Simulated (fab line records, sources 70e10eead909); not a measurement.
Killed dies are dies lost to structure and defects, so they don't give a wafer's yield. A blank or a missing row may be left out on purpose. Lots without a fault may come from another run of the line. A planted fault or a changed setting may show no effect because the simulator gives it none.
Problem report in the 8D (eight disciplines) form, filled by code | flow nand_harc | the parts of the form that need people (team, actions taken, sign-off) are left out

1. THE PROBLEM
killed_at_array at NHARC_END_SORT_01 reads a mean of 139 on 6 wafers of 2 lots; wafers without a fault read 54 with a standard deviation of 12. That is +7.1 standard deviations from the usual mean.
First seen on wafer L798.1, day 29 08:14, on prober-02. The record holds 6 wafers of 2 lots with a number at this step. Rule for "out", or "out of limits": more than 4 standard deviations from the usual mean. The other wafers with a number count as sound.

2. WHAT IT IS AND WHAT IT IS NOT
question                    | is                           | is not
which readings at this step | killed_at_array, killed_dies | killed_at_periphery, killed_short
which lots                  | L797, L798                   | -
which wafers of those lots  | all that have a number       | -
read on which gauges        | prober-01, prober-02         | -
when                        | from day 29 08:14            | up to then (0 sound wafers)

3. SUSPECTS, AND WHAT RULES EACH OUT
Counting: a tool at a process step up to the reading stays a suspect if it ran every lot that is out and no sound lot after the first of them.
- the gauge at NHARC_END_SORT_01: ruled out. The wafers that are out were read on 2 gauges (prober-01, prober-02).
- pecvd_onon-04 at NHARC_A_ONON_D1_DEP_19 (target thk 1000 nm): kept. It ran every lot that is out, first L797 (day 13 02:30), and no sound lot after that.
Left after counting: pecvd_onon-04 at NHARC_A_ONON_D1_DEP_19.

4. THE CAUSE (what the simulator had put in)
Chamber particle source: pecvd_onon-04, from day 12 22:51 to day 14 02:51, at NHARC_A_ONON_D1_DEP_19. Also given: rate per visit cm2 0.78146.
Counting left only this tool.

5. THE CHAIN OF EFFECTS, in route order
Each row: a reading whose mean over the struck wafers that have a number lies more than 3 standard deviations from the usual. Only readings for which the record gives a usual standard deviation are gone through. hours: the time from each lot's start at the first step in this table that gives one to its start at this step, as a median over the lots. sigmas: the change in usual standard deviations.
hours | step              | reading         | usual | on struck wafers | change | sigmas
0     | NHARC_END_SORT_01 | killed_at_array | 54    | 139              | +85    | +7.1
0     | NHARC_END_SORT_01 | killed_dies     | 59    | 142              | +83    | +6.4

6. WHAT WOULD HAVE CAUGHT IT SOONER
In this record the first reading out of limits at a measuring or inspecting step was taken at day 29 08:14, 393 hours after the fault began at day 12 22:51.
Of the tool readings at NHARC_A_ONON_D1_DEP_19 for which the record gives a usual standard deviation, none was out on any struck wafer, so an alarm limit of 4 standard deviations on them would not have fired.
All the lots that are out (2) had begun NHARC_A_ONON_D1_DEP_19 on pecvd_onon-04 by day 29 08:14. A hold on the tool at that time would have spared none of them.
